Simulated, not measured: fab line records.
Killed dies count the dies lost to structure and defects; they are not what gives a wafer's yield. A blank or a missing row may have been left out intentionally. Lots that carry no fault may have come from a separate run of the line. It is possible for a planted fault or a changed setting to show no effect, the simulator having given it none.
fab line records    flow n5Finfet
[record] lots = 7  wafers = 20  lastDay = 17
route steps=1938 shown GATE_CUT@498 BEOL_M4@1111
lots with no fault: from the same line, run without faults
startH: start of the lot's first displayed wafer, in hours after the record's first day    waitH: hours elapsed since this lot's preceding step    " same as the row above    L1.1+2: one row covering several wafers at once    - either no value or no given start    * or withheld: withheld    < > ~ a bound
route shown NAME@n: a module of which the file shows steps, and the number in the route of the first    usual: mean and standard deviation over wafers with no fault    same: alike in all rows    chamber/n: place in a boat    sites: readings site by site    _std_site: the standard deviation of these    _edge_site: inner sites' mean taken away from outer sites' mean    radiusMm: how far each site lies from the wafer's centre    mask NAME#n: copy n    behind: the last tool/chamber to shape the wafer    hold: reason for holding the lot/hours on hold/outcome of the hold    device: whichever transistor did not switch (one of n, p or np)    end of line: tests of these same wafers at the route's end    a step with no rows: only its recipe    killed: the dies lost at the first sort to structure and to defects; this is not the yield of the wafer    map: a wafer's dies, marking killed ones x, the rest . and places with no die _
set.NAME: the setting that was run; set.NAME@STEP: the one run at that earlier step    model.NAME: the simulator's own value behind a step, which no gauge read
lots at some steps of the route; a table a step, a row a wafer
services: a tool's chamber out of use, with start hour (startH, from the record's first day; less than 0 if before it), hours out, and reason
[[steps]]
[step N5_GATE_CUT_STRIP_42]
[recipe] chemistry = O2  powerW = 400  tempC = 40  pressureMtorr = 30  rfFrequencyHz = 6e+07  biasPowerW = 0  overashFraction = 0.3  o2FlowSccm = 225
[step N5_GATE_CUT_ETCH_19]
[recipe] chemistry = CH3F/O2  target = SiNx  maskMaterial = SiO2  targetDepthA = 537  timeS = 76.7  pressureMtorr = 30  sourceW = 395  biasW = 73  Ar_flow_sccm = 150  CH3F_flow_sccm = 30  O2_flow_sccm = 20  ionEnergyEv = 120  ends = cleared
[step N5_GATE_CUT_CUT_ETCH_53]
[recipe] chemistry = SF6/Cl2  target = W  maskMaterial = SiO2  targetDepthA = 792  pressureMtorr = 8  icpW = 900  biasW = 80  SF6_flow_sccm = 40  Cl2_flow_sccm = 60  ends = cleared
[step N5_GATE_CUT_CUT_ETCH_54]
[recipe] chemistry = Cl2/BCl3  target = TiN  maskMaterial = SiO2  targetDepthA = 967  pressureMtorr = 10  icpW = 1000  biasW = 126  Cl2_flow_sccm = 53.25  bcl3FlowSccm = 21.75  Ar_flow_sccm = 25  ends = cleared
[step N5_GATE_CUT_CUT_ETCH_55]
[recipe] chemistry = BCl3  target = HfO2  maskMaterial = SiO2  targetDepthA = 32  ionEnergyEv = 30  pressureMtorr = 5  icpW = 450  biasW = 18  bcl3FlowSccm = 80
[usual] drypumpMotorCurrentA = 5.8/0.44  oesProductAu = 0.80/0.082  throttleValvePct = 32.96/0.15
lot.wafer  tool         chamber  startH  waitH  drypumpMotorCurrentA  oesProductAu  rfHoursCounterH  throttleValvePct
L510.2     rieMetal-03  0        141.26  0.0    5.2                   0.88          7                32.82
L510.5     "            0        "       "      5.2                   0.89          -                32.84
L510.6     "            1        "       "      5.7                   0.70          -                32.89
L512.1     rieMetal-01  0        159.78  0.0    6.6                   0.84          21               33.09
L512.2     "            1        "       "      5.8                   0.75          59               32.92
L512.5     "            0        "       "      6.6                   0.84          -                33.11
L515.1     rieMetal-03  0        171.80  0.0    5.2                   0.88          10               32.84
L515.2     "            1        "       "      5.7                   0.70          75               32.90
L515.3     "            0        "       "      5.2                   0.88          -                32.83
L517.3     rieMetal-02  0        182.60  0.0    5.9                   0.90          -                32.80
L517.4     "            1        "       "      5.5                   0.71          -                33.23
L517.5     "            0        "       "      5.9                   0.89          -                32.78
L518.4     rieMetal-01  0        189.02  0.0    6.6                   0.81          -                33.09
L518.5     "            1        "       "      5.8                   0.74          -                32.92
L518.6     "            0        "       "      6.6                   0.82          -                33.10
L522.4     rieMetal-02  0        212.92  0.0    5.9                   0.89          -                32.79
L522.6     "            1        "       "      5.5                   0.71          -                33.25
L524.1     rieMetal-03  1        220.94  0.0    5.7                   0.70          79               32.90
L524.2     "            0        "       "      5.2                   0.86          14               32.84
L524.3     "            1        "       "      5.7                   0.70          -                32.91
[step N5_GATE_CUT_ETCH_47]
[recipe] chemistry = Cl2/BCl3  target = SiO2  targetDepthA = 100  pressureMtorr = 10  icpW = 1000  biasW = 126  Cl2_flow_sccm = 53.25  bcl3FlowSccm = 21.75  Ar_flow_sccm = 25
[usual] drypumpMotorCurrentA = 5.8/0.44  oesProductAu = 0.80/0.082  throttleValvePct = 22.66/0.094
lot.wafer  tool         chamber  startH  waitH  drypumpMotorCurrentA  oesProductAu  rfHoursCounterH  throttleValvePct
L510.2     rieMetal-03  0        141.29  0.0    5.2                   0.90          7                22.67
L510.5     "            0        "       "      5.2                   0.91          -                22.67
L510.6     "            1        "       "      5.7                   0.71          -                22.69
L512.1     rieMetal-01  0        159.81  0.0    6.6                   0.84          21               22.71
L512.2     "            1        "       "      5.8                   0.75          59               22.56
L512.5     "            0        "       "      6.6                   0.84          -                22.70
L515.1     rieMetal-03  0        171.83  0.0    5.2                   0.87          10               22.67
L515.2     "            1        "       "      5.7                   0.70          75               22.67
L515.3     "            0        "       "      5.2                   0.87          -                22.69
L517.3     rieMetal-02  0        182.63  0.0    5.9                   0.90          -                22.52
L517.4     "            1        "       "      5.5                   0.71          -                22.81
L517.5     "            0        "       "      5.9                   0.90          -                22.52
L518.4     rieMetal-01  0        189.05  0.0    6.6                   0.82          -                22.72
L518.5     "            1        "       "      5.9                   0.73          -                22.57
L518.6     "            0        "       "      6.6                   0.82          -                22.72
L522.4     rieMetal-02  0        212.95  0.0    6.0                   0.88          -                22.52
L522.6     "            1        "       "      5.5                   0.71          -                22.81
L524.1     rieMetal-03  1        220.97  0.0    5.7                   0.69          79               22.69
L524.2     "            0        "       "      5.2                   0.86          14               22.68
L524.3     "            1        "       "      5.7                   0.69          -                22.69
[step N5_GATE_CUT_VAPOR_ETCH_48]
[recipe] chemistry = BCl3/Cl2  target = TiN  mode = isotropic
[usual] drypumpMotorCurrentA = 5.8/0.44  oesProductAu = 0.80/0.081
lot.wafer  tool         chamber  startH  waitH  drypumpMotorCurrentA  oesProductAu
L510.2     rieMetal-03  0        141.32  0.0    5.2                   0.89
L510.5     "            0        "       "      5.2                   0.90
L510.6     "            1        "       "      5.6                   0.70
L512.1     rieMetal-01  0        159.84  0.0    6.6                   0.83
L512.2     "            1        "       "      5.8                   0.75
L512.5     "            0        "       "      6.6                   0.83
L515.1     rieMetal-03  0        171.86  0.0    5.2                   0.88
L515.2     "            1        "       "      5.7                   0.70
L515.3     "            0        "       "      5.2                   0.88
L517.3     rieMetal-02  0        182.66  0.0    5.9                   0.88
L517.4     "            1        "       "      5.5                   0.71
L517.5     "            0        "       "      5.9                   0.89
L518.4     rieMetal-01  0        189.08  0.0    6.6                   0.82
L518.5     "            1        "       "      5.8                   0.74
L518.6     "            0        "       "      6.6                   0.82
L522.4     rieMetal-02  0        213.64  0.7    5.9                   0.88
L522.6     "            1        "       "      5.5                   0.71
L524.1     rieMetal-03  1        221.00  0.0    5.7                   0.69
L524.2     "            0        "       "      5.2                   0.86
L524.3     "            1        "       "      5.7                   0.69
[step N5_GATE_CUT_VAPOR_ETCH_49]
[recipe] chemistry = BCl3/Cl2  target = TiAlC  mode = isotropic
[step N5_GATE_CUT_VAPOR_ETCH_51]
[recipe] chemistry = BCl3/Cl2  target = HfO2  mode = isotropic
[usual] drypumpMotorCurrentA = 5.8/0.44  oesProductAu = 0.80/0.082
lot.wafer  tool         chamber  startH  waitH  drypumpMotorCurrentA  oesProductAu
L510.2     rieMetal-03  0        141.38  0.0    5.2                   0.90
L510.5     "            0        "       "      5.2                   0.89
L510.6     "            1        "       "      5.7                   0.71
L512.1     rieMetal-01  0        159.90  0.0    6.6                   0.83
L512.2     "            1        "       "      5.8                   0.74
L512.5     "            0        "       "      6.6                   0.83
L515.1     rieMetal-03  0        171.92  0.0    5.2                   0.88
L515.2     "            1        "       "      5.6                   0.70
L515.3     "            0        "       "      5.2                   0.88
L517.3     rieMetal-02  0        182.72  0.0    5.9                   0.90
L517.4     "            1        "       "      5.5                   0.71
L517.5     "            0        "       "      5.9                   0.90
L518.4     rieMetal-01  0        189.14  0.0    6.6                   0.82
L518.5     "            1        "       "      5.8                   0.74
L518.6     "            0        "       "      6.6                   0.82
L522.4     rieMetal-02  0        213.70  0.0    5.9                   0.88
L522.6     "            1        "       "      5.5                   0.70
L524.1     rieMetal-03  1        221.06  0.0    5.7                   0.69
L524.2     "            0        "       "      5.2                   0.86
L524.3     "            1        "       "      5.7                   0.70
[step N5_GATE_CUT_STRIP_21]
[recipe] chemistry = N2/H2  timeS = 30  powerW = 1000  tempC = 250  pressureMtorr = withheld  n2FlowSccm = 1750  h2FlowSccm = 3250
[usual] drypumpMotorCurrentA = 5.66/0.19  heaterPowerW = 320/23  tempC = 250.00/0.18
lot.wafer  tool            chamber  startH  waitH  drypumpMotorCurrentA  heaterPowerW  rfHoursCounterH  tempC
L510.2     plasmaAsher-01  1        141.43  0.0    5.63                  322           95               250.06
L510.5     "               1        "       "      5.62                  321           -                249.88
L510.6     "               0        "       "      5.44                  329           -                249.92
L512.1     plasmaAsher-02  0        159.95  0.0    5.62                  282           61               250.08
L512.2     "               1        "       "      5.97                  346           61               250.03
L512.5     "               1        "       "      5.96                  339           -                250.15
L515.1     plasmaAsher-01  0        171.97  0.0    5.40                  320           101              250.09
L515.2     "               1        "       "      5.62                  329           101              249.89
L515.3     "               1        "       "      5.61                  318           -                250.06
L517.3     plasmaAsher-02  1        182.87  0.1    5.97                  348           -                250.10
L517.4     "               0        "       "      5.64                  282           -                250.06
L517.5     "               1        "       "      6.00                  352           -                249.58
L518.4     plasmaAsher-02  0        189.20  0.1    5.64                  288           -                250.10
L518.5     "               0        "       "      5.65                  283           -                250.03
L518.6     "               1        "       "      6.00                  341           -                249.67
L522.4     plasmaAsher-01  1        214.03  0.3    5.61                  320           -                250.13
L522.6     "               1        "       "      5.63                  324           -                250.01
L524.1     plasmaAsher-02  0        221.11  0.0    5.62                  283           70               249.99
L524.2     "               1        "       "      5.96                  349           70               249.80
L524.3     "               0        "       "      5.63                  275           -                249.99
[step N5_GATE_CUT_STRIP_29]
[recipe] chemistry = postEtchResidueRemover  timeS = 60  tempC = 25  removerPh = withheld  removerWaterWtPct = withheld  removerFluorideWtPct = withheld
[step N5_GATE_CUT_SRD_52]
[recipe] dry = ipaMarangoni  timeS = 30  tempC = 23  rinseLiquid = diw
[step N5_GATE_CUT_ALD_22]
[recipe] material = SiNx  targetThkA = 160  tempC = 400  aldPrecursorFamily = SiH2I2  aldCoReactant = N2/H2-plasma  pulseTimeS = 1  aldCycles = 320  purgeTimeS = 2  coReactantPurgeTimeS = 2  pressureTorr = 2
[usual] aldCycles = 320/0  heaterPowerW = 856/150  precursorPulseHeightRel = 1.001/0.019  susceptorTempC = 399.98/0.23
lot.wafer  tool       chamber  startH  waitH  aldCycles  heaterPowerW  precursorPulseHeightRel  sinceWetCleanH  susceptorTempC  model.SiNx_of_GATE_CUT_ALD_22.thkNm
L510.2     aldSin-01  0        141.58  0.0    320        712           0.993                    132             400.14          16
L510.5     "          0        "       "      320        713           1.011                    -               399.97          16
L510.6     "          1        "       "      320        754           1.014                    -               399.94          16
L512.1     aldSin-02  3        160.10  0.0    320        841           0.969                    61              399.70          16
L512.2     "          1        "       "      320        824           1.020                    61              400.29          16
L512.5     "          3        "       "      320        857           1.015                    -               400.23          16
L515.1     aldSin-04  1        172.13  0.0    320        898           1.029                    362             400.29          16.2
L515.2     "          2        "       "      320        861           0.975                    362             399.58          16
L515.3     "          3        "       "      320        690           0.988                    362             400.27          16.2
L517.3     aldSin-01  1        183.00  0.0    406        750           0.983                    174             399.96          20.4
L517.4     "          0        "       "      406        729           0.989                    174             400.22          20.2
L517.5     "          0        "       "      320        716           1.014                    -               400.18          16
L518.4     aldSin-01  2        189.38  0.1    406        773           1.028                    180             400.40          20.4
L518.5     "          3        "       "      320        1177          0.998                    -               400.17          16
L518.6     "          0        "       "      320        730           1.026                    -               399.94          16
L522.4     aldSin-01  2        214.18  0.0    406        771           1.022                    205             399.73          20.4
L522.6     "          1        "       "      320        756           0.988                    -               400.24          16
L524.1     aldSin-02  0        221.26  0.0    320        805           1.022                    122             399.90          15.8
L524.2     "          1        "       "      320        839           1.002                    122             399.87          16
L524.3     "          2        "       "      320        1074          1.020                    122             399.92          16
[step N5_GATE_CUT_CMP_23]
[recipe] stopOn = SiO2  tOverpolishS = 23.4  postCmpClean = alkalineBrush  downForcePsi = 2.5  platenRpm = 51.8  padVelocityMS = 1.0307  targetThkNm = 16
[usual] motorCurrentA = 9.1/0.79  padLifeWafers = 953/480  timeToEndpointS = 18.8/2.1
lot.wafer  tool    chamber  startH  waitH  motorCurrentA  padLifeWafers  timeToEndpointS  model.SiNx_of_GATE_CUT_ALD_22.thkNm
L510.2     cmp-04  1        143.19  0.9    8.8            363            17.3             16
L510.5     "       2        "       "      8.9            -              17.3             16
L510.6     "       3        "       "      9.0            -              14.9             16
L512.2     cmp-02  0        161.63  0.8    8.7            649            21.4             16
L512.1     "       1        "       "      9.9            650            21.8             16
L512.5     "       0        "       "      9.2            -              20.9             16
L515.1     cmp-02  3        173.61  0.8    9.0            774            18.6             16.2
L515.3     "       0        "       "      9.2            775            20.6             16.2
L515.2     "       2        "       "      6.9            777            19.8             16
L517.4     cmp-03  3        184.53  0.8    8.5            1453           25.3             15.6
L517.3     "       1        "       "      9.5            1455           23.4             15.4
L517.5     "       3        "       "      8.5            -              18.2             16
L518.4     cmp-02  2        190.94  0.8    7.1            896            25.1             15.6
L518.6     "       0        "       "      8.9            -              21.9             16
L518.5     "       1        "       "      10.0           -              19.5             16
L522.4     cmp-02  3        215.74  0.8    8.7            1082           24.1             14.8
L522.6     "       1        "       "      10.4           -              17.0             16
L524.2     cmp-02  0        222.79  0.8    9.2            1135           15.0             16
L524.3     "       1        "       "      11.0           1136           16.1             16
L524.1     "       2        "       "      7.3            1137           17.9             15.8
[step N5_GATE_CUT_THK_MEAS_24]
[recipe] reads = SiO2_of_GATE_CUT_HM_DEP_46+SiO2_flowable_of_ILD0_FCVD_FILL_01
[usual] GC_FILL_THK = 219.4/1.9
lot.wafer  tool          chamber  startH  waitH  GC_FILL_THK[nm]
L510.2     filmMetro-01  -        143.37  -      216.4
L510.5     "             -        "       "      217.5
L510.6     "             -        "       "      218.9
L512.1     filmMetro-02  -        161.88  -      219.2
L512.2     "             -        "       "      217.8
L512.5     "             -        "       "      222.6
L515.1     filmMetro-01  -        173.91  -      217.2
L515.2     "             -        "       "      219.2
L515.3     "             -        "       "      220.2
L517.3     filmMetro-01  -        184.79  -      219.2
L517.4     "             -        "       "      221.0
L517.5     "             -        "       "      220.0
L518.4     filmMetro-01  -        191.16  -      221.7
L518.5     "             -        "       "      219.6
L518.6     "             -        "       "      218.7
L522.4     filmMetro-02  -        215.96  -      218.2
L522.6     "             -        "       "      218.4
L524.1     filmMetro-01  -        223.05  -      217.6
L524.2     "             -        "       "      216.6
L524.3     "             -        "       "      220.5
[step N5_BEOL_M4_RC_MEAS_101]
[usual] DIBL_N = 36.3/1.4  DIBL_P = 35.7/1.5  IOFF_N = 0.155/0.022  IOFF_P = 0.204/0.027  ION_N = 671/9  ION_P = 459/6.2  SS_N = 71.5/0.54  SS_P = 73.1/0.56  VT_N = 250.2/2.6  VT_P = -251/3.3
lot.wafer  tool       chamber  startH  waitH  DIBL_N[mV/V]  DIBL_P[mV/V]  IOFF_N[nA/um]  IOFF_P[nA/um]  ION_N[uA/um]  ION_P[uA/um]  SS_N[mV/dec]  SS_P[mV/dec]  VT_N[mV]  VT_P[mV]
L510.2     prober-01  0        232.39  0.2    35.3          34.3          0.139          0.207          659           458           71.8          72.9          249.3     -247
L510.5     "          0        "       "      37.1          36.5          0.169          0.245          676           465           71.5          73.9          246.8     -247
L510.6     "          0        "       "      36.9          36.2          0.166          0.236          675           465           71.6          73.9          249.9     -247
L512.1     prober-01  0        240.02  0.0    36.2          35.9          0.154          0.186          687           469           72.3          73.5          252.0     -255
L512.2     "          0        "       "      37.0          37.1          0.170          0.207          688           461           71.7          73.7          252.4     -252
L512.5     "          0        "       "      36.7          36.6          0.157          0.198          679           463           72.0          72.9          248.4     -253
L515.1     prober-01  0        253.09  0.0    38.4          35.7          0.183          0.193          682           453           72.0          73.8          246.3     -253
L515.2     "          0        "       "      35.8          34.0          0.140          0.165          666           454           71.2          72.9          252.3     -256
L515.3     "          0        "       "      34.6          32.4          0.125          0.148          664           452           70.7          72.7          250.8     -256
L517.3     prober-01  0        263.09  0.3    34.6          35.8          0.139          0.181          671           459           71.3          72.4          251.3     -250
L517.4     "          0        "       "      34.4          35.0          0.131          0.177          652           449           72.1          73.0          255.6     -253
L517.5     "          0        "       "      35.6          36.5          0.149          0.194          666           451           72.0          73.4          253.2     -252
L518.4     prober-01  0        280.43  0.5    38.0          37.0          0.169          0.237          677           462           71.2          73.1          248.3     -249
L518.5     "          0        "       "      39.3          38.5          0.190          0.263          682           466           71.4          74.4          247.2     -248
L518.6     "          0        "       "      38.9          38.2          0.177          0.254          675           462           71.7          73.8          249.5     -246
L522.4     prober-02  0        294.55  0.5    35.1          35.1          0.143          0.213          666           460           71.6          72.6          251.1     -249
L522.6     "          0        "       "      36.3          36.7          0.161          0.225          665           460           71.8          73.5          249.2     -247
L524.1     prober-01  0        307.18  0.0    36.2          35.0          0.150          0.181          667           449           71.7          72.0          252.0     -255
L524.2     "          0        "       "      36.1          34.8          0.150          0.182          665           453           71.3          72.3          251.1     -255
L524.3     "          0        "       "      35.6          35.9          0.145          0.186          670           461           71.3          72.7          251.7     -253
[[services]]
tool            chamber  startH  hours  kind
plasmaAsher-01  -        133.07  2.8    pm
plasmaAsher-02  -        141.78  0.4    repair
plasmaAsher-01  -        142.27  1.8    repair
cmp-02          -        143.95  4.6    pm
cmp-03          -        149.25  0.3    repair
aldSin-04       -        153.72  1.1    repair
cmp-04          -        160.84  3.5    pm
cmp-03          -        164.14  0.4    repair
aldSin-04       -        176.75  14.0   pm
aldSin-04       0        176.75  14.0   ventCycle
aldSin-04       1        176.75  14.0   ventCycle
aldSin-04       2        176.75  14.0   ventCycle
aldSin-04       3        176.75  14.0   ventCycle
rieMetal-01     -        178.94  1.6    repair
aldSin-04       0        190.75  -      clean
aldSin-04       1        190.75  -      clean
aldSin-04       2        190.75  -      clean
aldSin-04       3        190.75  -      clean
cmp-04          -        195.87  0.9    repair
plasmaAsher-02  -        204.01  14.6   pm
rieMetal-03     -        205.01  2.8    pm
cmp-02          -        214.94  0.6    repair
[[key]]
[firstSign] step = N5_GATE_CUT_ALD_22  reading = aldCycles  direction = up  sigmas = 99+  usual = *  struck = *
[effect] step = N5_GATE_CUT_CMP_23  reading = timeToEndpointS  direction = up  sigmas = 2.7  usual = *  struck = *
[modelEffect] step = N5_GATE_CUT_ALD_22  value = SiNx_of_GATE_CUT_ALD_22.thkNm  without = 16  struck = 20.35
[modelEffect] step = N5_GATE_CUT_CMP_23  value = SiNx_of_GATE_CUT_ALD_22.thkNm  without = 16  struck = 15.35
metAt N5_GATE_CUT_ALD_22
struckWafers L517.3,L517.4,L518.4,L522.4
onsetBetween 141.58 183.00
[fault] kind = processParameterDrift  tool = aldSin-01  chamber = -  onsetH = 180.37  steps = N5_GATE_CUT_ALD_22  channel = aldCycles  offset = *  shape = step  endH = 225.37  scope = struckWafersOnly  actsIn = *  stated = *
